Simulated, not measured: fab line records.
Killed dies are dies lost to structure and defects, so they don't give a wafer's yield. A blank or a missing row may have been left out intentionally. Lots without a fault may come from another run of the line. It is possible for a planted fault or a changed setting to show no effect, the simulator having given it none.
fab line records -- flow n5_finfet -- part 1 of 2: steps 1 to 4 of 6
record lots=22, wafers=66, last_day=18
route steps=1938 shown HKMG_FIN@409 GATE_CUT@466
lots untouched by any fault: they come from a run of this same line in which no faults occurred
start_h: hours from the record's opening day to when the first of the lot's shown wafers began -- wait_h: hours since the lot's step before -- " identical to the entry in the row above -- L1.1+2: one row covering several wafers at once -- - no value, or no start given -- * or withheld: withheld -- < > ~ a bound
route shown NAME@n: a module of which the file shows steps, and the number in the route of the first -- usual: mean/standard deviation taken from wafers without a fault -- same: alike in all rows -- chamber/n: place in a boat -- sites: readings site by site -- _std_site: the values' standard deviation -- _edge_site: outer sites' mean less inner sites' -- radius_mm: how far each site lies from the wafer's centre -- mask NAME#n: copy n -- behind: the tool/chamber that last shaped the wafer -- hold: cause of the lot's hold/its duration in hours/its outcome -- device: transistor that didn't switch, given as n, p or np -- end of line: the tests these same wafers got at the end of their route -- a step without rows: its recipe alone -- killed: not the wafer's yield, but the dies lost to structure and defects at the first sort -- map: a wafer's dies, x killed, . not, _ none there
set.NAME: the run value of the setting; set.NAME@STEP: its run value at that earlier step -- model.NAME: the simulator's own value behind a step, which no gauge read
one table for each step of the route and one row for each wafer, over a sample of lots
services: from which hour (start_h, from the record's first day; less than 0 if before it) a tool's chamber was out of use, for how many hours, and why
## steps
# step N5_HKMG_FIN_STRIP_60
# recipe chemistry=N2/H2, power_w=2500, temp_c=300, h2_frac=0.65, time_s=360, pressure_mtorr=withheld, n2_flow_sccm=1750, h2_flow_sccm=3250
# usual drypump_motor_current_A=5.7/0.3, heater_power_w=499/42
lot.wafer,tool,chamber,start_h,wait_h,drypump_motor_current_A,heater_power_w,rf_hours_counter_h
L074.3,plasma_asher-02,0,73.59,0.1,5.5,523,-
L074.4,plasma_asher-02,1,73.59,0.1,6.0,521,-
L074.5,plasma_asher-02,1,73.59,0.1,5.9,506,-
L075.2,plasma_asher-01,1,77.65,0.0,6.2,524,91
L075.3,plasma_asher-01,1,77.65,0.0,6.2,533,-
L075.5,plasma_asher-01,0,77.65,0.0,5.4,418,-
L076.1,plasma_asher-02,0,84.31,0.0,5.5,518,37
L076.2,plasma_asher-02,1,84.31,0.0,6.0,511,37
L076.4,plasma_asher-02,0,84.31,0.0,5.5,510,-
L077.4,plasma_asher-02,1,91.78,0.1,6.0,520,-
L077.5,plasma_asher-02,1,91.78,0.1,6.0,523,-
L077.6,plasma_asher-02,0,91.78,0.1,5.5,522,-
L078.2,plasma_asher-02,1,95.35,0.0,6.0,510,40
L078.3,plasma_asher-02,0,95.35,0.0,5.5,503,-
L078.6,plasma_asher-02,0,95.35,0.0,5.5,520,-
L079.2,plasma_asher-01,0,105.36,0.0,5.3,428,96
L079.3,plasma_asher-01,1,105.36,0.0,6.1,534,-
L079.4,plasma_asher-01,0,105.36,0.0,5.4,427,-
L080.2,plasma_asher-01,0,108.17,0.0,5.4,409,97
L080.4,plasma_asher-01,0,108.17,0.0,5.4,425,-
L080.5,plasma_asher-01,1,108.17,0.0,6.2,538,-
L082.1,plasma_asher-02,1,123.43,0.0,5.9,531,44
L082.2,plasma_asher-02,0,123.43,0.0,5.5,513,44
L082.6,plasma_asher-02,0,123.43,0.0,5.5,516,-
L083.4,plasma_asher-02,0,125.80,0.1,5.5,513,-
L083.5,plasma_asher-02,0,125.80,0.1,5.5,523,-
L083.6,plasma_asher-02,1,125.80,0.1,5.9,516,-
L084.2,plasma_asher-01,1,137.70,0.0,6.1,532,103
L084.4,plasma_asher-01,1,137.70,0.0,6.1,533,-
L084.6,plasma_asher-01,0,137.70,0.0,5.4,418,-
L085.1,plasma_asher-02,1,141.54,0.0,6.0,519,46
L085.4,plasma_asher-02,0,141.54,0.0,5.5,513,-
L085.5,plasma_asher-02,1,141.54,0.0,5.9,517,-
L086.1,plasma_asher-01,0,148.59,0.0,5.4,428,106
L086.4,plasma_asher-01,1,148.59,0.0,6.2,526,-
L086.6,plasma_asher-01,1,148.59,0.0,6.2,540,-
L087.1,plasma_asher-02,1,154.33,0.0,6.0,508,50
L087.2,plasma_asher-02,0,154.33,0.0,5.5,519,50
L087.3,plasma_asher-02,1,154.33,0.0,6.0,503,-
L088.1,plasma_asher-01,0,155.72,0.0,5.4,414,107
L088.3,plasma_asher-01,1,155.72,0.0,6.1,541,-
L088.4,plasma_asher-01,0,155.72,0.0,5.4,415,-
L089.4,plasma_asher-01,1,162.66,0.1,6.2,534,-
L089.5,plasma_asher-01,0,162.66,0.1,5.4,417,-
L089.6,plasma_asher-01,1,162.66,0.1,6.1,536,-
L090.1,plasma_asher-02,0,168.45,0.0,5.5,524,52
L090.2,plasma_asher-02,1,168.45,0.0,5.9,507,52
L090.3,plasma_asher-02,0,168.45,0.0,5.5,513,-
L091.1,plasma_asher-02,0,172.57,0.0,5.5,509,53
L091.3,plasma_asher-02,0,172.57,0.0,5.6,516,-
L091.6,plasma_asher-02,1,172.57,0.0,5.9,518,-
L092.1,plasma_asher-01,0,183.36,0.0,5.4,422,113
L092.4,plasma_asher-01,0,183.36,0.0,5.4,412,-
L092.5,plasma_asher-01,0,183.36,0.0,5.3,416,-
L093.1,plasma_asher-01,1,189.05,0.0,6.1,533,113
L093.4,plasma_asher-01,1,189.05,0.0,6.2,533,-
L093.6,plasma_asher-01,0,189.05,0.0,5.4,423,-
L095.2,plasma_asher-02,1,204.56,0.0,6.0,524,60
L095.4,plasma_asher-02,0,204.56,0.0,5.5,529,-
L095.5,plasma_asher-02,1,204.56,0.0,6.0,512,-
L097.2,plasma_asher-02,0,212.94,0.0,5.5,516,64
L097.3,plasma_asher-02,1,212.94,0.0,6.0,519,-
L097.5,plasma_asher-02,1,212.94,0.0,6.0,521,-
L096.3,plasma_asher-01,0,213.76,0.1,5.4,415,-
L096.4,plasma_asher-01,1,213.76,0.1,6.2,545,-
L096.6,plasma_asher-01,0,213.76,0.1,5.4,440,-
# step N5_HKMG_FIN_THK_MEAS_70
# recipe thk_meas_gauge=xrf, reads=HfO2_of_HKMG_FIN_HK_ALD_01
# usual HK_THK=1.604/0.021
lot.wafer,tool,chamber,start_h,wait_h,HK_THK[nm]
L074.3,film_metro-02,-,75.01,0.2,1.592
L074.4,film_metro-02,-,75.01,0.2,1.624
L074.5,film_metro-02,-,75.01,0.2,1.591
L075.2,film_metro-02,-,79.18,0.2,1.578
L075.3,film_metro-02,-,79.18,0.2,1.614
L075.5,film_metro-02,-,79.18,0.2,1.607
L076.1,film_metro-01,-,85.92,0.2,1.602
L076.2,film_metro-01,-,85.92,0.2,1.623
L076.4,film_metro-01,-,85.92,0.2,1.602
L077.4,film_metro-02,-,93.20,0.2,1.576
L077.5,film_metro-02,-,93.20,0.2,1.626
L077.6,film_metro-02,-,93.20,0.2,1.593
L078.2,film_metro-01,-,96.89,0.2,1.620
L078.3,film_metro-01,-,96.89,0.2,1.608
L078.6,film_metro-01,-,96.89,0.2,1.624
L079.2,film_metro-02,-,107.13,0.2,1.588
L079.3,film_metro-02,-,107.13,0.2,1.601
L079.4,film_metro-02,-,107.13,0.2,1.603
L080.2,film_metro-02,-,109.73,0.2,1.629
L080.4,film_metro-02,-,109.73,0.2,1.609
L080.5,film_metro-02,-,109.73,0.2,1.620
L082.1,film_metro-02,-,125.08,0.2,1.607
L082.2,film_metro-02,-,125.08,0.2,1.595
L082.6,film_metro-02,-,125.08,0.2,1.593
L083.4,film_metro-02,-,127.30,0.2,1.589
L083.5,film_metro-02,-,127.30,0.2,1.606
L083.6,film_metro-02,-,127.30,0.2,1.627
L084.2,film_metro-01,-,139.60,0.2,1.579
L084.4,film_metro-01,-,139.60,0.2,1.608
L084.6,film_metro-01,-,139.60,0.2,1.605
L085.1,film_metro-02,-,143.09,0.2,1.649
L085.4,film_metro-02,-,143.09,0.2,1.635
L085.5,film_metro-02,-,143.09,0.2,1.557
L086.1,film_metro-01,-,150.32,0.2,1.594
L086.4,film_metro-01,-,150.32,0.2,1.593
L086.6,film_metro-01,-,150.32,0.2,1.597
L087.1,film_metro-02,-,155.87,0.2,1.609
L087.2,film_metro-02,-,155.87,0.2,1.592
L087.3,film_metro-02,-,155.87,0.2,1.593
L088.1,film_metro-02,-,157.25,0.2,1.601
L088.3,film_metro-02,-,157.25,0.2,1.642
L088.4,film_metro-02,-,157.25,0.2,1.603
L089.4,film_metro-01,-,164.07,0.2,1.609
L089.5,film_metro-01,-,164.07,0.2,1.606
L089.6,film_metro-01,-,164.07,0.2,1.608
L090.1,film_metro-02,-,170.03,0.2,1.609
L090.2,film_metro-02,-,170.03,0.2,1.594
L090.3,film_metro-02,-,170.03,0.2,1.662
L091.1,film_metro-02,-,174.23,0.2,1.607
L091.3,film_metro-02,-,174.23,0.2,1.587
L091.6,film_metro-02,-,174.23,0.2,1.548
L092.1,film_metro-02,-,185.08,0.2,1.580
L092.4,film_metro-02,-,185.08,0.2,1.602
L092.5,film_metro-02,-,185.08,0.2,1.629
L093.1,film_metro-01,-,190.85,0.2,1.608
L093.4,film_metro-01,-,190.85,0.2,1.616
L093.6,film_metro-01,-,190.85,0.2,1.597
L095.2,film_metro-01,-,206.09,0.2,1.619
L095.4,film_metro-01,-,206.09,0.2,1.599
L095.5,film_metro-01,-,206.09,0.2,1.636
L097.2,film_metro-01,-,214.49,0.2,1.616
L097.3,film_metro-01,-,214.49,0.2,1.631
L097.5,film_metro-01,-,214.49,0.2,1.631
L096.3,film_metro-01,-,215.24,0.2,1.603
L096.4,film_metro-01,-,215.24,0.2,1.588
L096.6,film_metro-01,-,215.24,0.2,1.605
# step N5_HKMG_FIN_STRIP_34
# recipe chemistry=CF4, resist=SiARC, power_w=300, bias_power_w=75, pressure_mtorr=50, cf4_flow_sccm=150, rf_frequency_hz=6e+07
# usual cf4_flow_sccm=149.9/0.46, drypump_motor_current_A=5.7/0.39, oes_product_au=0.82/0.09, rf_vpp_V=271.3/1.3, showerhead_plenum_p_Torr=1.81/0.047, throttle_valve_pct=13.53/0.23
lot.wafer,tool,chamber,start_h,wait_h,cf4_flow_sccm,drypump_motor_current_A,oes_product_au,rf_hours_counter_h,rf_vpp_V,showerhead_plenum_p_Torr,throttle_valve_pct
L074.3,rie_diel-01,2,76.25,0.0,150.2,4.9,0.68,249,270.3,1.81,13.66
L074.4,rie_diel-01,0,76.25,0.0,149.7,5.4,0.91,25,270.6,1.84,13.32
L074.5,rie_diel-01,0,76.25,0.0,149.9,5.4,0.91,-,271.8,1.84,13.35
L075.2,rie_diel-05,3,80.46,0.0,150.5,6.3,0.70,206,271.6,1.84,13.75
L075.3,rie_diel-05,1,80.46,0.0,149.8,5.9,0.99,0,269.9,1.76,13.41
L075.5,rie_diel-05,1,80.46,0.0,150.1,5.9,0.99,-,270.4,1.76,13.40
L076.1,rie_diel-06,3,87.04,0.0,149.8,5.1,0.70,235,273.0,1.85,13.89
L076.2,rie_diel-06,1,87.04,0.0,149.9,6.1,0.72,183,269.0,1.72,13.65
L076.4,rie_diel-06,2,87.04,0.0,149.3,5.3,0.89,24,272.7,1.90,13.30
L077.4,rie_diel-06,3,94.31,0.0,150.1,5.1,0.70,237,271.5,1.85,13.86
L077.5,rie_diel-06,0,94.31,0.0,149.7,5.3,0.76,-,270.7,1.81,13.73
L077.6,rie_diel-06,1,94.31,0.0,149.7,6.1,0.73,-,268.8,1.72,13.67
L078.2,rie_diel-01,3,98.13,0.0,149.6,5.6,0.70,189,271.5,1.86,13.81
L078.3,rie_diel-01,0,98.13,0.0,150.2,5.4,0.89,34,273.4,1.83,13.36
L078.6,rie_diel-01,1,98.13,0.0,150.4,6.1,0.87,-,271.8,1.83,13.47
L079.2,rie_diel-06,1,108.44,0.0,150.5,6.1,0.71,191,271.1,1.72,13.67
L079.3,rie_diel-06,0,108.44,0.0,149.8,5.3,0.75,143,269.7,1.81,13.77
L079.4,rie_diel-06,2,108.44,0.0,149.7,5.2,0.87,-,273.2,1.90,13.31
L080.2,rie_diel-05,2,110.84,0.0,149.4,5.7,0.91,21,271.0,1.76,13.55
L080.4,rie_diel-05,0,110.84,0.0,148.9,5.7,0.81,70,271.7,1.81,13.13
L080.5,rie_diel-05,0,110.84,0.0,149.1,5.7,0.81,-,271.6,1.81,13.13
L082.1,rie_diel-05,3,126.32,0.0,149.6,6.3,0.69,223,272.1,1.83,13.81
L082.2,rie_diel-05,0,126.32,0.0,150.3,5.7,0.80,75,271.2,1.81,13.13
L082.6,rie_diel-05,1,126.32,0.0,150.8,5.9,0.93,-,270.0,1.75,13.42
L083.4,rie_diel-01,0,128.51,0.0,149.4,5.4,0.88,42,272.5,1.83,13.37
L083.5,rie_diel-01,0,128.51,0.0,149.2,5.4,0.88,-,272.2,1.83,13.38
L083.6,rie_diel-01,3,128.51,0.0,150.9,5.6,0.69,-,272.1,1.86,13.83
L084.2,rie_diel-05,3,142.11,0.0,149.8,6.3,0.69,231,274.2,1.83,13.82
L084.4,rie_diel-05,1,142.11,0.0,149.1,5.9,0.91,21,272.1,1.75,13.45
L084.6,rie_diel-05,2,142.11,0.0,149.9,5.8,0.88,-,270.5,1.76,13.59
L085.1,rie_diel-05,0,145.11,0.0,149.7,5.7,0.80,84,271.7,1.81,13.15
L085.4,rie_diel-05,1,145.11,0.0,149.5,5.9,0.91,23,271.3,1.75,13.45
L085.5,rie_diel-05,1,145.11,0.0,149.8,5.9,0.91,-,271.5,1.75,13.45
L086.1,rie_diel-01,3,151.57,0.0,149.1,5.6,0.68,213,271.8,1.85,13.88
L086.4,rie_diel-01,2,151.57,0.0,150.0,4.9,0.93,17,272.3,1.81,13.12
L086.6,rie_diel-01,2,151.57,0.0,150.1,4.9,0.93,-,272.7,1.81,13.13
L087.1,rie_diel-06,2,157.11,0.0,150.0,5.3,0.87,40,273.6,1.90,13.33
L087.2,rie_diel-06,1,157.11,0.0,150.2,6.1,0.71,198,269.7,1.72,13.68
L087.3,rie_diel-06,3,157.11,0.0,150.3,5.1,0.70,246,271.7,1.85,13.90
L088.1,rie_diel-05,3,158.53,0.0,149.2,6.3,0.67,239,271.5,1.83,13.83
L088.3,rie_diel-05,2,158.53,0.0,150.2,5.7,0.88,42,271.0,1.76,13.62
L088.4,rie_diel-05,0,158.53,0.0,149.7,5.8,0.79,90,271.6,1.80,13.16
L089.4,rie_diel-01,1,165.19,0.0,149.5,6.1,0.83,77,271.4,1.82,13.54
L089.5,rie_diel-01,2,165.19,0.0,149.4,4.9,0.92,-,273.2,1.81,13.14
L089.6,rie_diel-01,1,165.19,0.0,150.6,6.1,0.83,-,270.8,1.82,13.57
L090.1,rie_diel-01,0,171.46,0.0,149.3,5.4,0.85,62,271.6,1.83,13.44
L090.2,rie_diel-01,3,171.46,0.0,150.3,5.6,0.68,220,270.6,1.85,13.89
L090.3,rie_diel-01,2,171.46,0.0,150.1,4.9,0.91,24,271.2,1.81,13.16
L091.1,rie_diel-05,0,175.51,0.0,149.6,5.7,0.78,96,272.5,1.80,13.19
L091.3,rie_diel-05,1,175.51,0.0,149.9,5.8,0.88,36,269.8,1.75,13.49
L091.6,rie_diel-05,2,175.51,0.0,149.8,5.8,0.86,-,268.6,1.76,13.64
L092.1,rie_diel-06,1,186.32,0.0,149.4,6.1,0.70,214,269.3,1.71,13.72
L092.4,rie_diel-06,1,186.32,0.0,150.5,6.1,0.71,-,267.3,1.71,13.71
L092.5,rie_diel-06,0,186.32,0.0,149.5,5.3,0.73,-,270.4,1.80,13.80
L093.1,rie_diel-01,3,192.11,0.0,149.6,5.6,0.68,228,272.5,1.85,13.88
L093.4,rie_diel-01,0,192.11,0.0,149.8,5.4,0.84,69,271.5,1.82,13.43
L093.6,rie_diel-01,3,192.11,0.0,149.8,5.6,0.68,-,273.6,1.85,13.91
L095.2,rie_diel-01,3,207.32,0.0,149.2,5.6,0.67,233,272.3,1.85,13.90
L095.4,rie_diel-01,0,207.32,0.0,149.5,5.4,0.84,75,270.2,1.82,13.44
L095.5,rie_diel-01,1,207.32,0.0,150.2,6.1,0.81,-,270.8,1.81,13.58
L097.2,rie_diel-05,3,215.61,0.0,150.6,6.3,0.94,2,271.0,1.83,13.30
L097.3,rie_diel-05,2,215.61,0.0,149.3,5.8,0.85,61,271.0,1.75,13.64
L097.5,rie_diel-05,0,215.61,0.0,150.5,5.7,0.77,-,270.7,1.80,13.21
L096.3,rie_diel-01,2,216.36,0.0,150.3,4.9,0.88,41,271.7,1.80,13.19
L096.4,rie_diel-01,0,216.36,0.0,150.0,5.4,0.83,78,272.0,1.82,13.46
L096.6,rie_diel-01,1,216.36,0.0,150.2,6.1,0.80,-,270.3,1.81,13.59
# step N5_HKMG_FIN_ETCH_35
# recipe chemistry=N2/H2, target=SOC, target_depth_a=2158, ion_energy_ev=65, bias_w=5, source_w=3000, time_s=243.4, pressure_mtorr=30, n2_flow_sccm=200, h2_flow_sccm=200
# usual drypump_motor_current_A=5.7/0.39, oes_product_au=0.83/0.099, rf_vpp_V=141.9/0.99, showerhead_plenum_p_Torr=2.56/0.076, throttle_valve_pct=17.82/0.18
lot.wafer,tool,chamber,start_h,wait_h,drypump_motor_current_A,oes_product_au,rf_hours_counter_h,rf_vpp_V,showerhead_plenum_p_Torr,throttle_valve_pct
L074.3,rie_diel-01,2,76.27,0.0,4.9,0.68,249,142.2,2.61,17.98
L074.4,rie_diel-01,0,76.27,0.0,5.4,0.94,25,142.1,2.58,17.54
L074.5,rie_diel-01,0,76.27,0.0,5.4,0.93,-,141.8,2.58,17.54
L075.2,rie_diel-05,3,80.48,0.0,6.3,0.71,206,142.5,2.64,18.06
L075.3,rie_diel-05,1,80.48,0.0,5.8,1.01,0,140.2,2.48,17.79
L075.5,rie_diel-05,1,80.48,0.0,5.9,1.02,-,142.1,2.48,17.78
L076.1,rie_diel-06,3,87.06,0.0,5.2,0.71,235,142.9,2.60,17.98
L076.2,rie_diel-06,1,87.06,0.0,6.2,0.72,183,138.9,2.42,17.92
L076.4,rie_diel-06,2,87.06,0.0,5.3,0.91,24,142.6,2.70,17.61
L077.4,rie_diel-06,3,94.33,0.0,5.1,0.71,237,142.0,2.60,17.99
L077.5,rie_diel-06,0,94.33,0.0,5.3,0.77,-,142.2,2.56,18.12
L077.6,rie_diel-06,1,94.33,0.0,6.2,0.72,-,138.3,2.42,17.94
L078.2,rie_diel-01,3,98.15,0.0,5.6,0.70,189,143.5,2.63,17.99
L078.3,rie_diel-01,0,98.15,0.0,5.4,0.91,34,143.6,2.57,17.57
L078.6,rie_diel-01,1,98.15,0.0,6.1,0.90,-,142.2,2.56,17.68
L079.2,rie_diel-06,1,108.46,0.0,6.1,0.71,191,141.9,2.41,17.93
L079.3,rie_diel-06,0,108.46,0.0,5.3,0.76,143,141.7,2.56,18.13
L079.4,rie_diel-06,2,108.46,0.0,5.3,0.89,-,142.4,2.70,17.63
L080.2,rie_diel-05,2,110.86,0.0,5.8,0.94,21,141.1,2.49,17.79
L080.4,rie_diel-05,0,110.86,0.0,5.7,0.82,71,141.7,2.60,17.57
L080.5,rie_diel-05,0,110.86,0.0,5.7,0.83,-,141.7,2.60,17.57
L082.1,rie_diel-05,3,126.34,0.0,6.3,0.71,223,142.0,2.63,18.06
L082.2,rie_diel-05,0,126.34,0.0,5.7,0.82,75,142.4,2.59,17.59
L082.6,rie_diel-05,1,126.34,0.0,5.9,0.95,-,139.7,2.48,17.81
L083.4,rie_diel-01,0,128.53,0.0,5.4,0.91,42,142.0,2.57,17.57
L083.5,rie_diel-01,0,128.53,0.0,5.4,0.91,-,143.0,2.57,17.58
L083.6,rie_diel-01,3,128.53,0.0,5.6,0.71,-,142.2,2.62,18.01
L084.2,rie_diel-05,3,142.13,0.0,6.3,0.69,231,141.8,2.63,18.09
L084.4,rie_diel-05,1,142.13,0.0,5.9,0.93,21,142.1,2.47,17.81
L084.6,rie_diel-05,2,142.13,0.0,5.8,0.91,-,141.6,2.48,17.84
L085.1,rie_diel-05,0,145.13,0.0,5.7,0.81,84,143.6,2.59,17.59
L085.4,rie_diel-05,1,145.13,0.0,5.9,0.93,23,141.6,2.47,17.83
L085.5,rie_diel-05,1,145.13,0.0,5.9,0.93,-,141.6,2.47,17.81
L086.1,rie_diel-01,3,151.59,0.0,5.6,0.69,213,141.3,2.62,18.04
L086.4,rie_diel-01,2,151.59,0.0,4.9,0.97,17,142.9,2.61,17.61
L086.6,rie_diel-01,2,151.59,0.0,4.9,0.96,-,142.5,2.60,17.62
L087.1,rie_diel-06,2,157.13,0.0,5.3,0.87,40,141.9,2.70,17.65
L087.2,rie_diel-06,1,157.13,0.0,6.2,0.70,198,142.0,2.41,17.98
L087.3,rie_diel-06,3,157.13,0.0,5.1,0.70,246,142.1,2.60,17.98
L088.1,rie_diel-05,3,158.55,0.0,6.3,0.69,239,143.0,2.63,18.10
L088.3,rie_diel-05,2,158.55,0.0,5.8,0.91,42,140.9,2.48,17.85
L088.4,rie_diel-05,0,158.55,0.0,5.8,0.80,90,142.7,2.59,17.61
L089.4,rie_diel-01,1,165.21,0.0,6.1,0.85,77,141.1,2.55,17.74
L089.5,rie_diel-01,2,165.21,0.0,4.9,0.95,-,141.4,2.60,17.63
L089.6,rie_diel-01,1,165.21,0.0,6.1,0.86,-,141.8,2.55,17.73
L090.1,rie_diel-01,0,171.48,0.0,5.4,0.88,62,141.4,2.56,17.61
L090.2,rie_diel-01,3,171.48,0.0,5.6,0.69,220,141.6,2.62,18.04
L090.3,rie_diel-01,2,171.48,0.0,4.9,0.95,24,142.6,2.60,17.62
L091.1,rie_diel-05,0,175.53,0.0,5.7,0.79,96,142.4,2.58,17.62
L091.3,rie_diel-05,1,175.53,0.0,5.8,0.90,36,140.2,2.47,17.84
L091.6,rie_diel-05,2,175.53,0.0,5.8,0.90,-,142.4,2.48,17.86
L092.1,rie_diel-06,1,186.34,0.0,6.2,0.70,214,141.7,2.40,17.98
L092.4,rie_diel-06,1,186.34,0.0,6.2,0.70,-,141.4,2.40,17.98
L092.5,rie_diel-06,0,186.34,0.0,5.3,0.74,-,142.5,2.55,18.17
L093.1,rie_diel-01,3,192.13,0.0,5.6,0.68,228,141.3,2.61,18.05
L093.4,rie_diel-01,0,192.13,0.0,5.4,0.87,69,141.9,2.56,17.63
L093.6,rie_diel-01,3,192.13,0.0,5.6,0.68,-,143.6,2.61,18.05
L095.2,rie_diel-01,3,207.34,0.0,5.6,0.67,233,143.4,2.61,18.06
L095.4,rie_diel-01,0,207.34,0.0,5.4,0.86,75,142.2,2.56,17.63
L095.5,rie_diel-01,1,207.34,0.0,6.1,0.83,-,141.6,2.55,17.76
L097.2,rie_diel-05,3,215.63,0.0,6.3,0.95,2,141.3,2.62,17.75
L097.3,rie_diel-05,2,215.63,0.0,5.8,0.86,61,139.7,2.47,17.89
L097.5,rie_diel-05,0,215.63,0.0,5.7,0.78,-,140.9,2.58,17.64
L096.3,rie_diel-01,2,216.38,0.0,4.9,0.92,41,142.1,2.59,17.65
L096.4,rie_diel-01,0,216.38,0.0,5.4,0.85,78,141.0,2.56,17.63
L096.6,rie_diel-01,1,216.38,0.0,6.1,0.82,-,143.0,2.54,17.77
